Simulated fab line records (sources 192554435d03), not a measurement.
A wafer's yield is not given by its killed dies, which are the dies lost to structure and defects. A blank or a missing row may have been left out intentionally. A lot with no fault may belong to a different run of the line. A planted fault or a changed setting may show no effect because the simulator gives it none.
Which tool is to blame? :: flow n5_finfet :: 11 lots with 30 wafers sampled at 5 steps, on a route of 1938 steps

WHAT THE GAUGES READ, wafer by wafer
N5_BEOL_M4_RC_MEAS_101.
lot: L715
measured: day 7 20:51
on: prober-02
DIBL_N (mV/V): 38.1 38.6 36.7
DIBL_P (mV/V): 39.5 39.0 37.9
IOFF_N (nA/um): 0.21 0.22 0.19
IOFF_P (nA/um): 0.28 0.29 0.28
ION_N (uA/um): 690 698 696
ION_P (uA/um): 475 479 477
SS_N (mV/dec): 71.5 71.9 71.7
SS_P (mV/dec): 73.1 73.1 72.5
VT_N (mV): 244 243 241
VT_P (mV): -245 -244 -243

lot: L721
measured: day 9 23:55
on: prober-02
DIBL_N (mV/V): 38.6 36.3
DIBL_P (mV/V): 38.7 36.8
IOFF_N (nA/um): 0.20 0.16
IOFF_P (nA/um): 0.21 0.19
ION_N (uA/um): 692 667
ION_P (uA/um): 458 448
SS_N (mV/dec): 72.2 72.1
SS_P (mV/dec): 74.4 73.4
VT_N (mV): 246 246
VT_P (mV): -255 -254

lot: L724
measured: day 10 15:50
on: prober-01
DIBL_N (mV/V): 37.0 42.1 38.8
DIBL_P (mV/V): 37.4 43.0 39.4
IOFF_N (nA/um): 0.17 0.29 0.19
IOFF_P (nA/um): 0.23 0.36 0.26
ION_N (uA/um): 688 691 669
ION_P (uA/um): 469 468 458
SS_N (mV/dec): 71.7 72.6 71.3
SS_P (mV/dec): 73.8 74.5 73.7
VT_N (mV): 249 244 249
VT_P (mV): -246 -241 -245

lot: L726
measured: day 11 05:55
on: prober-01
DIBL_N (mV/V): 41.3 40.2 39.6
DIBL_P (mV/V): 43.0 42.4 40.5
IOFF_N (nA/um): 0.24 0.24 0.23
IOFF_P (nA/um): 0.33 0.32 0.28
ION_N (uA/um): 676 695 713
ION_P (uA/um): 463 479 481
SS_N (mV/dec): 72.7 72.9 72.3
SS_P (mV/dec): 74.0 74.7 74.7
VT_N (mV): 245 245 245
VT_P (mV): -246 -247 -246

lot: L727
measured: day 11 14:48
on: prober-02
DIBL_N (mV/V): 34.6 39.8
DIBL_P (mV/V): 33.4 42.2
IOFF_N (nA/um): 0.14 0.24
IOFF_P (nA/um): 0.15 0.29
ION_N (uA/um): 664 681
ION_P (uA/um): 440 457
SS_N (mV/dec): 71.1 71.7
SS_P (mV/dec): 73.0 74.8
VT_N (mV): 254 244
VT_P (mV): -256 -248

lot: L728
measured: day 11 19:31
on: prober-02
DIBL_N (mV/V): 38.9 41.0 38.5
DIBL_P (mV/V): 38.7 41.4 37.7
IOFF_N (nA/um): 0.21 0.25 0.21
IOFF_P (nA/um): 0.27 0.33 0.26
ION_N (uA/um): 671 671 693
ION_P (uA/um): 464 463 470
SS_N (mV/dec): 72.6 73.6 73.0
SS_P (mV/dec): 74.2 75.0 73.8
VT_N (mV): 245 244 244
VT_P (mV): -245 -241 -244

lot: L730
measured: day 12 13:53
on: prober-02
DIBL_N (mV/V): 36.5 35.8 36.6
DIBL_P (mV/V): 36.2 36.9 37.4
IOFF_N (nA/um): 0.16 0.16 0.18
IOFF_P (nA/um): 0.21 0.22 0.25
ION_N (uA/um): 671 687 693
ION_P (uA/um): 456 474 472
SS_N (mV/dec): 71.4 71.8 72.0
SS_P (mV/dec): 73.0 73.5 73.6
VT_N (mV): 248 250 246
VT_P (mV): -249 -250 -247

lot: L731
measured: day 12 19:22
on: prober-01
DIBL_N (mV/V): 40.4 37.5 40.2
DIBL_P (mV/V): 43.3 37.7 42.0
IOFF_N (nA/um): 0.25 0.17 0.26
IOFF_P (nA/um): 0.38 0.23 0.35
ION_N (uA/um): 675 663 710
ION_P (uA/um): 465 453 484
SS_N (mV/dec): 72.9 72.1 71.9
SS_P (mV/dec): 75.2 72.9 74.2
VT_N (mV): 243 252 241
VT_P (mV): -243 -249 -239

lot: L734
measured: day 13 00:13
on: prober-02
DIBL_N (mV/V): 37.6 36.1
DIBL_P (mV/V): 37.5 36.6
IOFF_N (nA/um): 0.20 0.19
IOFF_P (nA/um): 0.27 0.28
ION_N (uA/um): 715 697
ION_P (uA/um): 493 485
SS_N (mV/dec): 71.5 71.0
SS_P (mV/dec): 73.7 74.0
VT_N (mV): 246 247
VT_P (mV): -244 -242

lot: L736
measured: day 14 03:58
on: prober-01
DIBL_N (mV/V): 36.1 35.7 35.1
DIBL_P (mV/V): 36.7 36.4 36.8
IOFF_N (nA/um): 0.15 0.15 0.14
IOFF_P (nA/um): 0.20 0.21 0.21
ION_N (uA/um): 659 656 673
ION_P (uA/um): 448 452 461
SS_N (mV/dec): 71.9 71.4 72.2
SS_P (mV/dec): 72.8 73.3 73.0
VT_N (mV): 251 248 250
VT_P (mV): -252 -249 -252

lot: L737
measured: day 14 18:05
on: prober-02
DIBL_N (mV/V): 32.9 37.6 31.9
DIBL_P (mV/V): 33.6 38.6 32.6
IOFF_N (nA/um): 0.11 0.20 0.10
IOFF_P (nA/um): 0.19 0.29 0.18
ION_N (uA/um): 677 699 665
ION_P (uA/um): 477 483 468
SS_N (mV/dec): 70.8 72.1 71.5
SS_P (mV/dec): 72.6 74.1 72.6
VT_N (mV): 253 245 257
VT_P (mV): -247 -245 -248

WHICH TOOL RAN EACH LOT (tool, then ch and the chambers of the sampled wafers, then the start)
lot: L715
N5_BEOL_M0_SPUTTER_132: pvd_sputter-03, day 6 04:10
N5_BEOL_M0_ANNEAL_133: pvd_sputter-03, day 6 04:15
N5_BEOL_M0_CO_CAP_123: cvd_co-02 ch 0,1,2, day 6 05:19
N5_BEOL_M1_ILD_DEP_00: pecvd-01 ch 1,2, day 6 05:34

lot: L721
N5_BEOL_M0_SPUTTER_132: pvd_sputter-01, day 7 20:09
N5_BEOL_M0_ANNEAL_133: pvd_sputter-01, day 7 20:14
N5_BEOL_M0_CO_CAP_123: cvd_co-01 ch 1,2, day 7 21:15
N5_BEOL_M1_ILD_DEP_00: pecvd-03 ch 0,1, day 7 21:30

lot: L724
N5_BEOL_M0_SPUTTER_132: pvd_sputter-01, day 8 13:10
N5_BEOL_M0_ANNEAL_133: pvd_sputter-01, day 8 13:14
N5_BEOL_M0_CO_CAP_123: cvd_co-01 ch 0,1,2, day 8 14:23
N5_BEOL_M1_ILD_DEP_00: pecvd-02 ch 0,1, day 8 14:38

lot: L726
N5_BEOL_M0_SPUTTER_132: pvd_sputter-02, day 9 06:06
N5_BEOL_M0_ANNEAL_133: pvd_sputter-02, day 9 06:11
N5_BEOL_M0_CO_CAP_123: cvd_co-01 ch 0,2, day 9 07:12
N5_BEOL_M1_ILD_DEP_00: pecvd-01 ch 0,1, day 9 07:27

lot: L727
N5_BEOL_M0_SPUTTER_132: pvd_sputter-03, day 9 10:47
N5_BEOL_M0_ANNEAL_133: pvd_sputter-03, day 9 10:52
N5_BEOL_M0_CO_CAP_123: cvd_co-02 ch 2, day 9 11:53
N5_BEOL_M1_ILD_DEP_00: pecvd-02 ch 2, day 9 12:08

lot: L728
N5_BEOL_M0_SPUTTER_132: pvd_sputter-01, day 9 18:22
N5_BEOL_M0_ANNEAL_133: pvd_sputter-01, day 9 18:27
N5_BEOL_M0_CO_CAP_123: cvd_co-02 ch 0,1,2, day 9 20:02
N5_BEOL_M1_ILD_DEP_00: pecvd-03 ch 0,2, day 9 20:18

lot: L730
N5_BEOL_M0_SPUTTER_132: pvd_sputter-03, day 10 02:03
N5_BEOL_M0_ANNEAL_133: pvd_sputter-03, day 10 02:08
N5_BEOL_M0_CO_CAP_123: cvd_co-02 ch 0,1,2, day 10 03:35
N5_BEOL_M1_ILD_DEP_00: pecvd-01 ch 0,1, day 10 03:50

lot: L731
N5_BEOL_M0_SPUTTER_132: pvd_sputter-01, day 10 11:31
N5_BEOL_M0_ANNEAL_133: pvd_sputter-01, day 10 11:36
N5_BEOL_M0_CO_CAP_123: cvd_co-01 ch 0,1, day 10 12:37
N5_BEOL_M1_ILD_DEP_00: pecvd-02 ch 0,1,2, day 10 12:54

lot: L734
N5_BEOL_M0_SPUTTER_132: pvd_sputter-01, day 11 01:22
N5_BEOL_M0_ANNEAL_133: pvd_sputter-01, day 11 01:26
N5_BEOL_M0_CO_CAP_123: cvd_co-02 ch 0,2, day 11 02:46
N5_BEOL_M1_ILD_DEP_00: pecvd-02 ch 1,2, day 11 03:01

lot: L736
N5_BEOL_M0_SPUTTER_132: pvd_sputter-03, day 11 16:48
N5_BEOL_M0_ANNEAL_133: pvd_sputter-03, day 11 16:53
N5_BEOL_M0_CO_CAP_123: cvd_co-02 ch 0,1, day 11 18:10
N5_BEOL_M1_ILD_DEP_00: pecvd-02 ch 1,2, day 11 18:25

lot: L737
N5_BEOL_M0_SPUTTER_132: pvd_sputter-03, day 11 23:47
N5_BEOL_M0_ANNEAL_133: pvd_sputter-03, day 11 23:52
N5_BEOL_M0_CO_CAP_123: cvd_co-02 ch 1,2, day 12 00:56
N5_BEOL_M1_ILD_DEP_00: pecvd-03 ch 0,2, day 12 01:11
- N5_BEOL_M0_SPUTTER_132: material Cu, target thk 4 nm, time 7.37 s.
- N5_BEOL_M0_ANNEAL_133: time 60 s.
- N5_BEOL_M0_CO_CAP_123: material Co, precursor CCTBA/H2, target thk 2 nm, time 102.1 s.
- N5_BEOL_M1_ILD_DEP_00: deposits SiOC from DEMS/O2, target thk 79 nm, time 15.3 s.

AS READ BY THE TOOLS THEMSELVES (means over the sampled wafers that have a number; for cases with no such wafer, the mark the record gives instead)
N5_BEOL_M0_SPUTTER_132.
lot: L715
tool: pvd_sputter-03
chamber_pressure_pa (Pa): 0.07002
substrate_temp_c (C): -20.00
throttle_valve_pct (%): 30.1

lot: L721
tool: pvd_sputter-01
chamber_pressure_pa (Pa): 0.07011
substrate_temp_c (C): -20.08
throttle_valve_pct (%): 30.5

lot: L724
tool: pvd_sputter-01
chamber_pressure_pa (Pa): 0.07009
substrate_temp_c (C): -20.08
throttle_valve_pct (%): 30.0

lot: L726
tool: pvd_sputter-02
chamber_pressure_pa (Pa): 0.07012
substrate_temp_c (C): -19.98
throttle_valve_pct (%): 28.9

lot: L727
tool: pvd_sputter-03
chamber_pressure_pa (Pa): 0.06997
substrate_temp_c (C): -19.99
throttle_valve_pct (%): 29.6

lot: L728
tool: pvd_sputter-01
chamber_pressure_pa (Pa): 0.06995
substrate_temp_c (C): -20.06
throttle_valve_pct (%): 30.2

lot: L730
tool: pvd_sputter-03
chamber_pressure_pa (Pa): 0.06995
substrate_temp_c (C): -20.04
throttle_valve_pct (%): 30.1

lot: L731
tool: pvd_sputter-01
chamber_pressure_pa (Pa): 0.06996
substrate_temp_c (C): -20.05
throttle_valve_pct (%): 29.3

lot: L734
tool: pvd_sputter-01
chamber_pressure_pa (Pa): 0.07003
substrate_temp_c (C): -19.97
throttle_valve_pct (%): 30.2

lot: L736
tool: pvd_sputter-03
chamber_pressure_pa (Pa): 0.06993
substrate_temp_c (C): -19.93
throttle_valve_pct (%): 29.6

lot: L737
tool: pvd_sputter-03
chamber_pressure_pa (Pa): 0.06990
substrate_temp_c (C): -19.93
throttle_valve_pct (%): 30.0

N5_BEOL_M0_ANNEAL_133.
lot: L715
tool: pvd_sputter-03
heater_power_w (W): 691

lot: L721
tool: pvd_sputter-01
heater_power_w (W): 836

lot: L724
tool: pvd_sputter-01
heater_power_w (W): 794

lot: L726
tool: pvd_sputter-02
heater_power_w (W): 865

lot: L727
tool: pvd_sputter-03
heater_power_w (W): 805

lot: L728
tool: pvd_sputter-01
heater_power_w (W): 771

lot: L730
tool: pvd_sputter-03
heater_power_w (W): 817

lot: L731
tool: pvd_sputter-01
heater_power_w (W): 752

lot: L734
tool: pvd_sputter-01
heater_power_w (W): 872

lot: L736
tool: pvd_sputter-03
heater_power_w (W): 793

lot: L737
tool: pvd_sputter-03
heater_power_w (W): 669

N5_BEOL_M0_CO_CAP_123.
lot: L715
tool: cvd_co-02
chamber_pressure_Torr (Torr): 29.98
heater_power_outer_w (W): 114
heater_power_w (W): 224

lot: L721
tool: cvd_co-01
chamber_pressure_Torr (Torr): 29.95
heater_power_outer_w (W): 125
heater_power_w (W): 226

lot: L724
tool: cvd_co-01
chamber_pressure_Torr (Torr): 29.97
heater_power_outer_w (W): 124
heater_power_w (W): 224

lot: L726
tool: cvd_co-01
chamber_pressure_Torr (Torr): 29.98
heater_power_outer_w (W): 126
heater_power_w (W): 226

lot: L727
tool: cvd_co-02
chamber_pressure_Torr (Torr): 29.99
heater_power_outer_w (W): 106
heater_power_w (W): 209

lot: L728
tool: cvd_co-02
chamber_pressure_Torr (Torr): -
heater_power_outer_w (W): -
heater_power_w (W): -

lot: L730
tool: cvd_co-02
chamber_pressure_Torr (Torr): -
heater_power_outer_w (W): -
heater_power_w (W): -

lot: L731
tool: cvd_co-01
chamber_pressure_Torr (Torr): -
heater_power_outer_w (W): -
heater_power_w (W): -

lot: L734
tool: cvd_co-02
chamber_pressure_Torr (Torr): 30.02
heater_power_outer_w (W): 112
heater_power_w (W): 222

lot: L736
tool: cvd_co-02
chamber_pressure_Torr (Torr): 29.90
heater_power_outer_w (W): 119
heater_power_w (W): 238

lot: L737
tool: cvd_co-02
chamber_pressure_Torr (Torr): 29.97
heater_power_outer_w (W): 112
heater_power_w (W): 218

N5_BEOL_M1_ILD_DEP_00.
lot: L715
tool: pecvd-01
heater_power_w (W): 404
rf_fwd_power_W (W): 493.6
showerhead_plenum_p_Torr (Torr): 5.696
showerhead_vpp_V (V): 1379
throttle_valve_pct (%): 11.4

lot: L721
tool: pecvd-03
heater_power_w (W): 444
rf_fwd_power_W (W): 493.2
showerhead_plenum_p_Torr (Torr): 5.688
showerhead_vpp_V (V): 1315
throttle_valve_pct (%): 12.2

lot: L724
tool: pecvd-02
heater_power_w (W): 430
rf_fwd_power_W (W): 492.4
showerhead_plenum_p_Torr (Torr): 5.715
showerhead_vpp_V (V): 1326
throttle_valve_pct (%): 12.4

lot: L726
tool: pecvd-01
heater_power_w (W): 449
rf_fwd_power_W (W): 496.5
showerhead_plenum_p_Torr (Torr): 5.694
showerhead_vpp_V (V): 1439
throttle_valve_pct (%): 11.4

lot: L727
tool: pecvd-02
heater_power_w (W): 404
rf_fwd_power_W (W): 497.5
showerhead_plenum_p_Torr (Torr): 5.672
showerhead_vpp_V (V): 1300
throttle_valve_pct (%): 12.1

lot: L728
tool: pecvd-03
heater_power_w (W): 463
rf_fwd_power_W (W): 494.9
showerhead_plenum_p_Torr (Torr): 5.679
showerhead_vpp_V (V): 1315
throttle_valve_pct (%): 11.8

lot: L730
tool: pecvd-01
heater_power_w (W): 535
rf_fwd_power_W (W): 495.5
showerhead_plenum_p_Torr (Torr): 5.706
showerhead_vpp_V (V): 1470
throttle_valve_pct (%): 11.7

lot: L731
tool: pecvd-02
heater_power_w (W): 427
rf_fwd_power_W (W): 494.5
showerhead_plenum_p_Torr (Torr): 5.694
showerhead_vpp_V (V): 1337
throttle_valve_pct (%): 12.3

lot: L734
tool: pecvd-02
heater_power_w (W): 450
rf_fwd_power_W (W): 493.9
showerhead_plenum_p_Torr (Torr): 5.676
showerhead_vpp_V (V): 1316
throttle_valve_pct (%): 12.5

lot: L736
tool: pecvd-02
heater_power_w (W): 428
rf_fwd_power_W (W): 494.1
showerhead_plenum_p_Torr (Torr): 5.679
showerhead_vpp_V (V): 1309
throttle_valve_pct (%): 12.2

lot: L737
tool: pecvd-03
heater_power_w (W): 417
rf_fwd_power_W (W): 494.5
showerhead_plenum_p_Torr (Torr): 5.697
showerhead_vpp_V (V): 1354
throttle_valve_pct (%): 11.6

THE ANSWER, worked out from the rows above alone
Rule: the usual values come from the lots themselves. The widest of any qualifying gaps counts: lots, ordered by their means at a reading, are off when they make up no more than a third of the lots, leave a main group of 4 or more, and stand apart from it by 3 or more times the standard deviation of that group's means. If all means in a main group match to the digits the tables above print for the reading, that group is not used. A lot without any number at a reading at which 4 lots or more have one is off too. Any other lot the step has rows for is counted as sound. After the gauges, taken in route order, come the tools' own readings; for these a lot's mean is taken, as printed above. At the first step where some lot is off, the reading lying furthest off is the one used; lots without a number count as furthest.
Off at N5_BEOL_M0_CO_CAP_123 (chamber_pressure_Torr): L728, L730, L731. Without a number there: L728, L730, L731. The main group has a mean of 29.97 Torr with a standard deviation of 0.032.
A tool fits if, at that step or a process step before it, it ran every lot that is off, and no sound lot after the first of them. No candidate that was tried fits.

WHAT HAD BEEN PUT IN BY THE SIMULATOR
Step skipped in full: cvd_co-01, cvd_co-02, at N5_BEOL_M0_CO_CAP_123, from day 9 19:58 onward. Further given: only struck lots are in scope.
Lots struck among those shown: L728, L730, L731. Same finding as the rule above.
